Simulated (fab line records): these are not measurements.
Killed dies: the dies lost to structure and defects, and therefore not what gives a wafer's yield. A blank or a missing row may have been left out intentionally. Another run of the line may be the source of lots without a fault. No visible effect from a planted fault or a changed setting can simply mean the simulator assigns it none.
fab line records | flow nand-harc
[record] lots = 5 | wafers = 15 | last-day = 33
route steps=1302 shown P_ZERO_WELL@18
lots with no fault: from the same line, run without faults
start-h: hours from the record's opening day to when the first of the lot's shown wafers began | wait-h: hours since the lot's step before | " same as the row above | L1.1+2: a row that stands for several wafers | - either no value or no given start | * or withheld: withheld | < > ~ a bound
route shown NAME@n: names a module that has steps shown in the file, with the first one's number in the route | usual: average and standard deviation across the fault-free wafers | same: alike in all rows | chamber/n: place in a boat | sites: readings site by site | _std_site: standard deviation across them | _edge_site: inner sites' mean taken away from outer sites' mean | radius-mm: how far each site lies from the wafer's centre | mask NAME#n: copy n | behind: the last tool/chamber to shape the wafer | hold: the reason the lot was held/the length of the hold in hours/how it ended | device: the n, p or np transistor that did not switch | end of line: the same wafers' tests at the end of the route | step lacking rows: just its recipe | killed: at the first sort, the dies lost to defects and structure; wafer yield is something else | map: a wafer's dies, x killed, . not, _ none there
set.NAME: the setting the step ran with; set.NAME@STEP: the setting that earlier step ran with | model.NAME: the simulator's own value behind a step, which no gauge read
lots at selected steps of the route; one table per step, one row per wafer
services: from which hour (start-h, from the record's first day; less than 0 if before it) a tool's chamber was out of use, for how many hours, and why
[[steps]]
[step NHARC_P_ZERO_WELL_ETCH_62]
[recipe] target-depth-a = 130 | time-s = 6.5 | chf3-flow-sccm = 50 | ar-flow-sccm = 200 | rf-w = 500 | bias-w = 200 | chemistry = CHF3/Ar
[usual] drypump-motor-current-A = 5.7/0.4 | oes-product-au = 0.957/0.016 | rf-vpp-V = 369.3/1.4 | showerhead-plenum-p-Torr = 2.28/0.056 | throttle-valve-pct = 20.217/0.0092
lot.wafer | tool        | chamber | start-h | wait-h | drypump-motor-current-A | oes-product-au | rf-hours-counter-h | rf-vpp-V | showerhead-plenum-p-Torr | throttle-valve-pct
L076.1    | rie-diel-07 | 1       | -       | -      | 5.7                     | 0.974          | 28                 | 369.2    | 2.32                     | 20.207
L076.6    | "           | 2       | "       | "      | 5.4                     | 0.969          | -                  | 368.6    | 2.27                     | 20.208
L076.5    | "           | 3       | "       | "      | 5.5                     | 0.969          | -                  | 371.3    | 2.38                     | 20.206
L091.4    | rie-diel-07 | 1       | -       | -      | 5.7                     | 0.947          | 20                 | 369.5    | 2.31                     | 20.211
L091.1    | "           | 2       | "       | "      | 5.4                     | 0.952          | 21                 | 369.8    | 2.26                     | 20.205
L091.6    | "           | 3       | "       | "      | 5.5                     | 0.944          | -                  | 371.5    | 2.36                     | 20.221
L094.4    | rie-diel-07 | 0       | -       | -      | 5.5                     | 0.943          | 30                 | 369.1    | 2.19                     | 20.205
L094.1    | "           | 1       | "       | "      | 5.7                     | 0.948          | 28                 | 369.7    | 2.30                     | 20.208
L094.6    | "           | 1       | "       | "      | 5.7                     | 0.945          | -                  | 370.6    | 2.30                     | 20.202
L096.1    | rie-diel-12 | 0       | -       | -      | 6.6                     | 0.976          | 41                 | 368.8    | 2.25                     | 20.246
L096.5    | "           | 1       | "       | "      | 5.1                     | 0.953          | -                  | 368.7    | 2.31                     | 20.226
L096.4    | "           | 3       | "       | "      | 5.7                     | 0.963          | -                  | 370.5    | 2.29                     | 20.219
L097.1    | rie-diel-04 | 3       | -       | -      | 6.3                     | 0.955          | 24                 | 370.6    | 2.34                     | 20.205
L097.2    | "           | 0       | "       | "      | 5.6                     | 0.948          | 22                 | 367.5    | 2.20                     | 20.220
L097.4    | "           | 1       | "       | "      | 5.8                     | 0.937          | 23                 | 367.9    | 2.18                     | 20.223
[step NHARC_P_ZERO_WELL_ETCH_63]
[recipe] target-depth-a = 1200 | time-s = 40.1 | hbr-flow-sccm = 150 | cl2-flow-sccm = 50 | rf-w = 400 | icp-w = 400 | bias-w = 100 | chemistry = HBr/Cl2
[usual] drypump-motor-current-A = 5.9/0.36 | hbr-flow-sccm = 150.0/0.42 | he-backside-leak-sccm = 2.59/0.28 | mfc-cl2-sccm = 50.01/0.14 | oes-product-au = 1.001/0.0078 | throttle-valve-pct = 26.406/0.0092
lot.wafer | tool      | chamber | start-h | wait-h | drypump-motor-current-A | hbr-flow-sccm | he-backside-leak-sccm | mfc-cl2-sccm | oes-product-au | rf-hours-counter-h | throttle-valve-pct
L076.1    | rie-si-06 | 1       | 41.66   | -      | 6.7                     | 149.7         | 2.56                  | 49.88        | 0.994          | 0.78               | 26.409
L076.6    | "         | 1       | "       | "      | 6.7                     | 150.2         | 2.40                  | 49.92        | 0.993          | -                  | 26.416
L076.5    | "         | 2       | "       | "      | 6.1                     | 149.7         | 2.20                  | 49.74        | 1.002          | -                  | 26.404
L091.4    | rie-si-04 | 0       | 191.72  | -      | 5.8                     | 150.5         | 2.31                  | 49.88        | 1.003          | 0.07               | 26.393
L091.1    | "         | 1       | "       | "      | 5.9                     | 150.8         | 2.82                  | 50.07        | 1.000          | 0.06               | 26.407
L091.6    | "         | 3       | "       | "      | 6.0                     | 150.0         | 2.69                  | 50.03        | 1.003          | -                  | 26.400
L094.4    | rie-si-06 | 1       | 222.46  | -      | 6.7                     | 149.8         | 4.95                  | 50.11        | 1.006          | 0.77               | 26.422
L094.1    | "         | 2       | "       | "      | 6.0                     | 150.3         | 2.58                  | 50.39        | 1.013          | 0.99               | 26.394
L094.6    | "         | 3       | "       | "      | 6.4                     | 150.0         | 2.95                  | 50.03        | 1.000          | -                  | 26.406
L096.4    | rie-si-04 | 3       | 241.69  | -      | 6.0                     | 150.2         | 2.72                  | 50.06        | 0.999          | 0.44               | 26.407
L096.1    | "         | 0       | "       | "      | 5.8                     | 150.0         | 2.56                  | 50.15        | 1.008          | 0.41               | 26.406
L096.5    | "         | 2       | "       | "      | 5.7                     | 149.9         | 2.27                  | 50.29        | 1.000          | -                  | 26.398
L097.2    | rie-si-04 | 2       | 251.61  | -      | 5.7                     | 150.1         | 2.33                  | 49.99        | 1.000          | 0.52               | 26.417
L097.4    | "         | 3       | "       | "      | 6.0                     | 150.0         | 2.73                  | 50.21        | 1.011          | 0.53               | 26.398
L097.1    | "         | 1       | "       | "      | 5.9                     | 149.8         | 2.61                  | 50.13        | 1.003          | 0.47               | 26.416
[step NHARC_P_ZERO_WELL_STRIP_15]
[recipe] time-s = 900 | temp-c = 130 | chemistry = SPM
[usual] temp-c = 130.00/0.16
lot.wafer | tool         | chamber | start-h | wait-h | temp-c
L076.6    | wet-bench-05 | 7       | 41.82   | -      | 130.17
L076.1    | "            | 0       | "       | "      | 129.87
L076.5    | "            | 4       | "       | "      | 130.34
L091.4    | wet-bench-04 | 5       | 191.84  | -      | 129.85
L091.1    | "            | 6       | "       | "      | 129.82
L091.6    | "            | 7       | "       | "      | 130.12
L094.6    | wet-bench-05 | 4       | 222.58  | -      | 130.26
L094.1    | "            | 6       | "       | "      | 129.88
L094.4    | "            | 1       | "       | "      | 129.75
L096.1    | wet-bench-02 | 5       | 241.84  | -      | 130.29
L096.4    | "            | 6       | "       | "      | 129.85
L096.5    | "            | 0       | "       | "      | 130.16
L097.4    | wet-bench-04 | 0       | 251.78  | -      | 130.07
L097.2    | "            | 1       | "       | "      | 129.83
L097.1    | "            | 4       | "       | "      | 130.05
[step NHARC_P_ZERO_WELL_DEHYDRATE_16]
[recipe] temp-c = 150 | time-s = 120
[usual] chill-plate-temp-C = 23.02/0.1
lot.wafer | tool           | chamber | start-h | wait-h | chill-plate-temp-C
L076.1    | litho-track-07 | 0       | 42.16   | -      | 23.08
L076.5    | "              | 0       | "       | "      | 22.97
L076.6    | "              | 0       | "       | "      | 22.98
L091.1    | litho-track-07 | 0       | 192.19  | -      | 22.88
L091.4    | "              | 0       | "       | "      | 22.85
L091.6    | "              | 0       | "       | "      | 22.91
L094.1    | litho-track-07 | 0       | 222.99  | -      | 22.94
L094.4    | "              | 0       | "       | "      | 22.99
L094.6    | "              | 0       | "       | "      | 23.02
L096.1    | litho-track-07 | 0       | 242.18  | -      | 23.03
L096.4    | "              | 0       | "       | "      | 23.13
L096.5    | "              | 0       | "       | "      | 23.17
L097.1    | litho-track-05 | 0       | 252.12  | -      | 23.03
L097.2    | "              | 0       | "       | "      | 23.07
L097.4    | "              | 0       | "       | "      | 23.01
[step NHARC_P_ZERO_WELL_HMDS_17]
[recipe] time-s = 30
[usual] chill-plate-temp-C = 22.98/0.11
lot.wafer | tool           | chamber | start-h | wait-h | chill-plate-temp-C
L076.1    | litho-track-07 | 0       | -       | -      | 22.93
L076.5    | "              | 0       | "       | "      | 23.05
L076.6    | "              | 0       | "       | "      | 22.88
L091.1    | litho-track-07 | 0       | -       | -      | 22.73
L091.4    | "              | 0       | "       | "      | 22.82
L091.6    | "              | 0       | "       | "      | 23.00
L094.1    | litho-track-07 | 0       | -       | -      | 22.99
L094.4    | "              | 0       | "       | "      | 22.96
L094.6    | "              | 0       | "       | "      | 22.87
L096.1    | litho-track-07 | 0       | -       | -      | 23.01
L096.4    | "              | 0       | "       | "      | 22.99
L096.5    | "              | 0       | "       | "      | 22.92
L097.1    | litho-track-05 | 0       | -       | -      | 23.16
L097.2    | "              | 0       | "       | "      | 23.01
L097.4    | "              | 0       | "       | "      | 23.05
[step NHARC_P_ZERO_WELL_COAT_18]
[recipe] spin-rpm = withheld
[usual] chill-plate-temp-C = 23.00/0.097
lot.wafer | tool           | chamber | start-h | wait-h | chill-plate-temp-C
L076.1    | litho-track-07 | 0       | -       | -      | 22.92
L076.5    | "              | 0       | "       | "      | 23.03
L076.6    | "              | 0       | "       | "      | 23.06
L091.1    | litho-track-07 | 0       | -       | -      | 22.96
L091.4    | "              | 0       | "       | "      | 23.13
L091.6    | "              | 0       | "       | "      | 23.07
L094.1    | litho-track-07 | 0       | -       | -      | 22.93
L094.4    | "              | 0       | "       | "      | 22.85
L094.6    | "              | 0       | "       | "      | 22.83
L096.1    | litho-track-07 | 0       | -       | -      | 22.90
L096.4    | "              | 0       | "       | "      | 22.80
L096.5    | "              | 0       | "       | "      | 22.85
L097.1    | litho-track-05 | 0       | -       | -      | 22.91
L097.2    | "              | 0       | "       | "      | 23.07
L097.4    | "              | 0       | "       | "      | 23.03
[step NHARC_P_ZERO_WELL_SOFTBAKE_19]
[recipe] temp-c = 122 | time-s = 95
[usual] chill-plate-temp-C = 22.98/0.11
lot.wafer | tool           | chamber | start-h | wait-h | chill-plate-temp-C
L076.1    | litho-track-07 | 0       | -       | -      | 22.86
L076.5    | "              | 0       | "       | "      | 22.81
L076.6    | "              | 0       | "       | "      | 22.85
L091.1    | litho-track-07 | 0       | -       | -      | 22.90
L091.4    | "              | 0       | "       | "      | 22.87
L091.6    | "              | 0       | "       | "      | 22.96
L094.1    | litho-track-07 | 0       | -       | -      | 23.05
L094.4    | "              | 0       | "       | "      | 22.90
L094.6    | "              | 0       | "       | "      | 23.09
L096.1    | litho-track-07 | 0       | -       | -      | 22.99
L096.4    | "              | 0       | "       | "      | 22.80
L096.5    | "              | 0       | "       | "      | 22.98
L097.1    | litho-track-05 | 0       | -       | -      | 22.89
L097.2    | "              | 0       | "       | "      | 22.90
L097.4    | "              | 0       | "       | "      | 23.03
[step NHARC_P_ZERO_WELL_EBR_20]
[usual] chill-plate-temp-C = 22.98/0.11
lot.wafer | tool           | chamber | start-h | wait-h | chill-plate-temp-C
L076.1    | litho-track-07 | 0       | -       | -      | 22.91
L076.5    | "              | 0       | "       | "      | 23.01
L076.6    | "              | 0       | "       | "      | 22.99
L091.1    | litho-track-07 | 0       | -       | -      | 23.01
L091.4    | "              | 0       | "       | "      | 23.07
L091.6    | "              | 0       | "       | "      | 23.05
L094.1    | litho-track-07 | 0       | -       | -      | 23.04
L094.4    | "              | 0       | "       | "      | 22.89
L094.6    | "              | 0       | "       | "      | 22.74
L096.1    | litho-track-07 | 0       | -       | -      | 23.03
L096.4    | "              | 0       | "       | "      | 22.75
L096.5    | "              | 0       | "       | "      | 22.80
L097.1    | litho-track-05 | 0       | -       | -      | 23.16
L097.2    | "              | 0       | "       | "      | 23.12
L097.4    | "              | 0       | "       | "      | 23.12
[step NHARC_P_ZERO_WELL_EXPOSE_21]
[recipe] na = 0.6 | target-cd-nm = 720 | dose-mj = 22.31 | mask-id = P_NWELL
lot.wafer  | tool           | chamber | start-h | wait-h | mask
L076.1+5+6 | krf-scanner-02 | 0       | 42.43   | -      | P_NWELL#0
L091.1+4+6 | krf-scanner-02 | 0       | 192.46  | -      | P_NWELL#0
L094.1+4+6 | krf-scanner-02 | 0       | 223.26  | -      | P_NWELL#0
L096.1+4+5 | krf-scanner-03 | 0       | 242.33  | -      | P_NWELL#0
L097.1+2+4 | krf-scanner-04 | 0       | 252.39  | -      | P_NWELL#0
[step NHARC_P_ZERO_WELL_PEB_22]
[recipe] peb-temp-c = 118 | peb-time-s = 85
[usual] chill-plate-temp-C = 22.98/0.1
lot.wafer | tool           | chamber | start-h | wait-h | chill-plate-temp-C
L076.1    | litho-track-07 | 0       | 42.50   | 0.1    | 23.19
L076.5    | "              | 0       | "       | "      | 22.97
L076.6    | "              | 0       | "       | "      | 23.01
L091.1    | litho-track-07 | 0       | 192.53  | 0.1    | 23.20
L091.4    | "              | 0       | "       | "      | 23.04
L091.6    | "              | 0       | "       | "      | 23.07
L094.1    | litho-track-05 | 0       | 223.33  | 0.1    | 22.97
L094.4    | "              | 0       | "       | "      | 23.13
L094.6    | "              | 0       | "       | "      | 22.93
L096.1    | litho-track-07 | 0       | 242.39  | 0.1    | 23.06
L096.4    | "              | 0       | "       | "      | 23.04
L096.5    | "              | 0       | "       | "      | 23.12
L097.1    | litho-track-05 | 0       | 252.46  | 0.1    | 23.08
L097.2    | "              | 0       | "       | "      | 23.02
L097.4    | "              | 0       | "       | "      | 22.91
[[services]]
tool           | chamber | start-h | hours | kind
rie-diel-07    | 3       | 23.87   | 2.7   | repair
rie-si-06      | 0       | 30.35   | 9.4   | repair
rie-diel-07    | 0       | 46.80   | 7.3   | repair
wet-bench-04   | -       | 51.20   | 8.0   | pm
rie-si-06      | -       | 72.00   | 9.0   | pm
litho-track-07 | -       | 76.00   | 7.0   | pm
rie-si-04      | 1       | 79.93   | 4.0   | repair
wet-bench-05   | -       | 84.80   | 8.0   | pm
krf-scanner-02 | -       | 94.00   | 4.0   | pm
rie-diel-07    | 1       | 109.79  | 4.7   | repair
rie-diel-07    | -       | 117.29  | 9.0   | pm
rie-si-04      | 0       | 122.11  | 7.7   | repair
rie-si-04      | 2       | 123.51  | 3.2   | repair
litho-track-05 | -       | 124.00  | 7.0   | pm
rie-si-06      | 1       | 148.34  | 28.3  | repair
rie-si-06      | 3       | 163.72  | 2.4   | repair
rie-si-04      | -       | 165.00  | 9.0   | pm
rie-diel-07    | 3       | 173.98  | 3.1   | repair
rie-si-06      | 3       | 183.26  | 7.6   | repair
wet-bench-04   | -       | 227.20  | 8.0   | pm
rie-si-04      | -       | 228.41  | 1.5   | repair
rie-si-06      | 0       | 231.36  | 45.5  | repair
rie-diel-07    | 0       | 232.43  | 3.9   | repair
litho-track-07 | -       | 251.00  | 7.0   | pm
[[key]]
fault none
